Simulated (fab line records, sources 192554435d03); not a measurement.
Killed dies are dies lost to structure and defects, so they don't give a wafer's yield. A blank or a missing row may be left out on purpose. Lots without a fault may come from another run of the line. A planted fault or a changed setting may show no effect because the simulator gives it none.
Which tool did it? | flow n5_finfet | 11 lots, 32 wafers sampled, at 4 steps of a route of 1938

WHAT THE GAUGES READ, wafer by wafer
N5_BEOL_M7_CD_MEAS_28: target cd 40 nm.
lot  | measured     | on        | cd_nm (nm)
L394 | day 8 14:17  | cd_sem-01 | 39.97 39.90 39.74
L395 | day 9 01:55  | cd_sem-01 | 40.25 39.90 39.92
L398 | day 9 10:28  | cd_sem-02 | 40.02 40.31 39.48
L397 | day 9 15:18  | cd_sem-01 | 39.93 39.35 40.00
L396 | day 9 17:04  | cd_sem-01 | 40.10 39.75 39.73
L400 | day 10 04:25 | cd_sem-01 | 40.10 40.19 40.05
L401 | day 10 15:14 | cd_sem-02 | 39.82 39.90 40.42
L403 | day 10 16:21 | cd_sem-01 | 39.94 40.06 39.76
L402 | day 10 23:08 | cd_sem-02 | 39.96 39.97 40.37
L411 | day 13 14:21 | cd_sem-01 | 39.72 38.55
L416 | day 14 14:47 | cd_sem-03 | 40.24 40.40 40.18

WHICH TOOL RAN EACH LOT (tool, then ch and the chambers of the sampled wafers, then the start)
lot  | N5_BEOL_M7_CURE_74            | N5_BEOL_M7_STRIP_19                | N5_BEOL_M7_EXPOSE_25
L394 | uv_cure-01 ch 0, day 8 09:02  | rie_diel-05 ch 0,1,3, day 8 13:47  | euv_scanner-02 ch 0, day 8 14:09
L395 | uv_cure-02 ch 2, day 8 22:47  | rie_diel-03 ch 1,2, day 9 01:25    | euv_scanner-01 ch 0, day 9 01:47
L398 | uv_cure-02 ch 2, day 9 07:14  | rie_diel-03 ch 2,3, day 9 10:04    | euv_scanner-01 ch 0, day 9 10:20
L397 | uv_cure-02 ch 1, day 9 11:54  | rie_diel-04 ch 1,2,3, day 9 13:34  | euv_scanner-02 ch 0, day 9 15:10
L396 | uv_cure-03 ch 1, day 9 12:29  | rie_diel-03 ch 1,2,3, day 9 16:14  | euv_scanner-01 ch 0, day 9 16:55
L400 | uv_cure-03 ch 0, day 10 02:10 | rie_diel-03 ch 0,2,3, day 10 03:52 | euv_scanner-01 ch 0, day 10 04:18
L401 | uv_cure-02 ch 2, day 10 12:27 | rie_diel-03 ch 1,2, day 10 14:52   | euv_scanner-01 ch 0, day 10 15:06
L403 | uv_cure-02 ch 0, day 10 14:10 | rie_diel-05 ch 0,2,3, day 10 15:59 | euv_scanner-01 ch 0, day 10 16:14
L402 | uv_cure-01 ch 2, day 10 18:46 | rie_diel-05 ch 0,1,2, day 10 21:20 | euv_scanner-02 ch 0, day 10 23:01
L411 | uv_cure-01 ch 2, day 13 03:44 | rie_diel-03 ch 0,3, day 13 07:05   | euv_scanner-01 ch 0, day 13 14:13
L416 | uv_cure-03 ch 0, day 14 05:35 | rie_diel-05 ch 0,3, day 14 09:36   | euv_scanner-02 ch 0, day 14 14:39
- N5_BEOL_M7_CURE_74: cures SiCOH lowk, time 240 s.
- N5_BEOL_M7_STRIP_19: strips in O2.
- N5_BEOL_M7_EXPOSE_25: exposes mask V6, target cd 40 nm.

THE ANSWER, worked out from the rows above alone
Rule: what is usual is taken from the lots themselves. Put in order of their means at a reading, lots are off if they are a third of the lots or fewer, leave a main group of 4 or more, and stand apart from it by a gap of 3 or more times the standard deviation of the main group's means; of several such gaps the widest counts. A main group whose means are all the same, to the digits that the tables above print for the reading, isn't used. A lot without any number at a reading at which 4 lots or more have one is off too. The other lots that the step has rows for count as sound.
Off: L411, at N5_BEOL_M7_CD_MEAS_28 (cd_nm). The main group: mean 39.99 nm, standard deviation 0.14.
A tool fits if, at a process step before that reading, it ran every lot that is off, and no sound lot after the first of them. The gauges at N5_BEOL_M7_CD_MEAS_28 are tried like those tools. Can't be told from this: 4 tools fit, uv_cure-01 at N5_BEOL_M7_CURE_74, rie_diel-03 at N5_BEOL_M7_STRIP_19, euv_scanner-01 at N5_BEOL_M7_EXPOSE_25, cd_sem-01 at N5_BEOL_M7_CD_MEAS_28.

WHAT THE SIMULATOR HAD PUT IN
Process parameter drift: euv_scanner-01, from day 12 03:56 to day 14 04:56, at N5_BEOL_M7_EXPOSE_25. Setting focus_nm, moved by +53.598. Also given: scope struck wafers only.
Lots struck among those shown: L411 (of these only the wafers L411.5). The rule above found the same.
